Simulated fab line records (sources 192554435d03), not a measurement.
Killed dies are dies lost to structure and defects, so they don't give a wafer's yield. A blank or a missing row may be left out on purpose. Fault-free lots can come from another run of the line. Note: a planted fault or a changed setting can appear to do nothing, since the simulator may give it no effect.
Split-lot experiment || flow n5Finfet || route with 1938 steps; 7 lots, 21 wafers read

== ABOUT THE SPLIT ==
At N5_BEOL_M10_COAT_63 (time 60 s, resist thk 100 nm), the setting spinRpm was moved away from the recipe's 1500 rpm on 4 of the 21 wafers read, by +3.9% to +5.3%. The other wafers ran this setting at the recipe's value.

== FROM THE SPLIT TO THE READING: what the file shows between them, 6 steps ==
- N5_BEOL_M10_COAT_64: time 60 s, resist thk 30 nm
- N5_BEOL_M10_COAT_22: resist thk 90 nm
- N5_BEOL_M10_DESCUM_33: chemistry O2, time 7.9 s
- N5_BEOL_M10_ETCH_65: etches SiARC in CF4, target depth 39 nm, time 65 s
- N5_BEOL_M10_ETCH_66: etches SOC in N2/H2, target depth 120 nm, overetch 24 nm, time 180 s
- N5_BEOL_M10_STRIP_69: strips in N2/H2

== THE READING ==
SOC_of_BEOL_M10_COAT_63.thkNm (the simulator's own value, which no gauge read), in nm, at N5_BEOL_M10_VIA_ETCH_34 (etches SiCOH lowk in C4F6/O2, target depth 184.5 nm, time 69.2 s). The file does not state a usual value for it. Across the 17 wafers here that went through the recipe, the average is 92.0 nm and the standard deviation 0.42 nm.

{"wafer": "L075.1", "tool, chamber at the split": "lithoTrack-01, 0", "spinRpm as run, rpm": 1500, "against the recipe": "recipe", "SOC_of_BEOL_M10_COAT_63.thkNm, nm": 93, "against lot-mates on the recipe": "-"}
{"wafer": "L075.4", "tool, chamber at the split": "lithoTrack-01, 0", "spinRpm as run, rpm": 1500, "against the recipe": "recipe", "SOC_of_BEOL_M10_COAT_63.thkNm, nm": 92.4, "against lot-mates on the recipe": "-"}
{"wafer": "L075.6", "tool, chamber at the split": "lithoTrack-01, 0", "spinRpm as run, rpm": 1500, "against the recipe": "recipe", "SOC_of_BEOL_M10_COAT_63.thkNm, nm": 92, "against lot-mates on the recipe": "-"}
{"wafer": "L077.1", "tool, chamber at the split": "lithoTrack-01, 0", "spinRpm as run, rpm": 1500, "against the recipe": "recipe", "SOC_of_BEOL_M10_COAT_63.thkNm, nm": 92.2, "against lot-mates on the recipe": "-"}
{"wafer": "L077.4", "tool, chamber at the split": "lithoTrack-01, 0", "spinRpm as run, rpm": 1500, "against the recipe": "recipe", "SOC_of_BEOL_M10_COAT_63.thkNm, nm": 92, "against lot-mates on the recipe": "-"}
{"wafer": "L077.5", "tool, chamber at the split": "lithoTrack-01, 0", "spinRpm as run, rpm": 1500, "against the recipe": "recipe", "SOC_of_BEOL_M10_COAT_63.thkNm, nm": 92.4, "against lot-mates on the recipe": "-"}
{"wafer": "L084.2", "tool, chamber at the split": "lithoTrack-03, 0", "spinRpm as run, rpm": 1500, "against the recipe": "recipe", "SOC_of_BEOL_M10_COAT_63.thkNm, nm": 91.8, "against lot-mates on the recipe": "-"}
{"wafer": "L084.4", "tool, chamber at the split": "lithoTrack-03, 0", "spinRpm as run, rpm": 1500, "against the recipe": "recipe", "SOC_of_BEOL_M10_COAT_63.thkNm, nm": 91.2, "against lot-mates on the recipe": "-"}
{"wafer": "L084.6", "tool, chamber at the split": "lithoTrack-03, 0", "spinRpm as run, rpm": 1500, "against the recipe": "recipe", "SOC_of_BEOL_M10_COAT_63.thkNm, nm": 91.4, "against lot-mates on the recipe": "-"}
{"wafer": "L090.1", "tool, chamber at the split": "lithoTrack-02, 0", "spinRpm as run, rpm": 1559, "against the recipe": "+3.9%", "SOC_of_BEOL_M10_COAT_63.thkNm, nm": 90.4, "against lot-mates on the recipe": -2.2}
{"wafer": "L090.4", "tool, chamber at the split": "lithoTrack-02, 0", "spinRpm as run, rpm": 1500, "against the recipe": "recipe", "SOC_of_BEOL_M10_COAT_63.thkNm, nm": 92.6, "against lot-mates on the recipe": "-"}
{"wafer": "L090.5", "tool, chamber at the split": "lithoTrack-02, 0", "spinRpm as run, rpm": 1559, "against the recipe": "+3.9%", "SOC_of_BEOL_M10_COAT_63.thkNm, nm": 90.6, "against lot-mates on the recipe": -2.0}
{"wafer": "L092.2", "tool, chamber at the split": "lithoTrack-03, 0", "spinRpm as run, rpm": 1500, "against the recipe": "recipe", "SOC_of_BEOL_M10_COAT_63.thkNm, nm": 92, "against lot-mates on the recipe": "-"}
{"wafer": "L092.3", "tool, chamber at the split": "lithoTrack-03, 0", "spinRpm as run, rpm": 1500, "against the recipe": "recipe", "SOC_of_BEOL_M10_COAT_63.thkNm, nm": 91.6, "against lot-mates on the recipe": "-"}
{"wafer": "L092.5", "tool, chamber at the split": "lithoTrack-03, 0", "spinRpm as run, rpm": 1500, "against the recipe": "recipe", "SOC_of_BEOL_M10_COAT_63.thkNm, nm": 92.2, "against lot-mates on the recipe": "-"}
{"wafer": "L097.3", "tool, chamber at the split": "lithoTrack-01, 0", "spinRpm as run, rpm": 1579, "against the recipe": "+5.3%", "SOC_of_BEOL_M10_COAT_63.thkNm, nm": 90, "against lot-mates on the recipe": -1.8}
{"wafer": "L097.4", "tool, chamber at the split": "lithoTrack-01, 0", "spinRpm as run, rpm": 1579, "against the recipe": "+5.3%", "SOC_of_BEOL_M10_COAT_63.thkNm, nm": 89.4, "against lot-mates on the recipe": -2.4}
{"wafer": "L097.6", "tool, chamber at the split": "lithoTrack-01, 0", "spinRpm as run, rpm": 1500, "against the recipe": "recipe", "SOC_of_BEOL_M10_COAT_63.thkNm, nm": 91.8, "against lot-mates on the recipe": "-"}
{"wafer": "L095.2", "tool, chamber at the split": "lithoTrack-02, 0", "spinRpm as run, rpm": 1500, "against the recipe": "recipe", "SOC_of_BEOL_M10_COAT_63.thkNm, nm": 92, "against lot-mates on the recipe": "-"}
{"wafer": "L095.3", "tool, chamber at the split": "lithoTrack-02, 0", "spinRpm as run, rpm": 1500, "against the recipe": "recipe", "SOC_of_BEOL_M10_COAT_63.thkNm, nm": 92, "against lot-mates on the recipe": "-"}
{"wafer": "L095.6", "tool, chamber at the split": "lithoTrack-02, 0", "spinRpm as run, rpm": 1500, "against the recipe": "recipe", "SOC_of_BEOL_M10_COAT_63.thkNm, nm": 92.2, "against lot-mates on the recipe": "-"}

FIT RESULTS
A straight line over all 21 wafers: SOC_of_BEOL_M10_COAT_63.thkNm changes by -0.428 nm for each +1% of spinRpm; r = -0.89; the points scatter about the line by 0.41 nm.
The same after taking each lot's own level away (the mean of its wafers on the recipe; 21 wafers): -0.445 nm for each +1%; r = -0.95; scatter 0.29 nm.
According to that fit, moving spinRpm by its largest amount changes the reading by 2.3 nm.
The lots' own levels span 91.47 to 92.60 nm, that is 2.7 times the standard deviation above.
Consequently the slope shifts little with the lot-to-lot level, the two slopes agreeing.
Check: for one of the wafers moved furthest among these (+5.3%), held out of the fit, the line's prediction against its lot-mates is -2.62 nm. It came out at -1.8 nm against them.

== THE WHOLE CHAIN: every reading that the file lists as answering this split, in the file's order ==
{"step": "N5_BEOL_M10_COAT_63", "what it does": "time 60 s, resist thk 100 nm", "reading": "SOC_of_BEOL_M10_COAT_63.thkNm (the simulator's own value, which no gauge read)", "change (the file's fit)": "-0.472 nm for each +1% of the setting", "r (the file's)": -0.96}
{"step": "N5_BEOL_M10_ETCH_66", "what it does": "etches SOC in N2/H2, target depth 120 nm, overetch 24 nm, time 180 s", "reading": "etch.depthNm (the simulator's own value, which no gauge read)", "change (the file's fit)": "-0.477 nm for each +1% of the setting", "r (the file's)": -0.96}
{"step": "N5_BEOL_M10_VIA_ETCH_34", "what it does": "etches SiCOH lowk in C4F6/O2, target depth 184.5 nm, time 69.2 s", "reading": "SOC_of_BEOL_M10_COAT_63.thkNm (the simulator's own value, which no gauge read)", "change (the file's fit)": "-0.447 nm for each +1% of the setting", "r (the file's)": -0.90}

== FILE'S OWN FIT ==
SOC_of_BEOL_M10_COAT_63.thkNm changes by -0.447 nm for each +1% of spinRpm, r = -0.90.
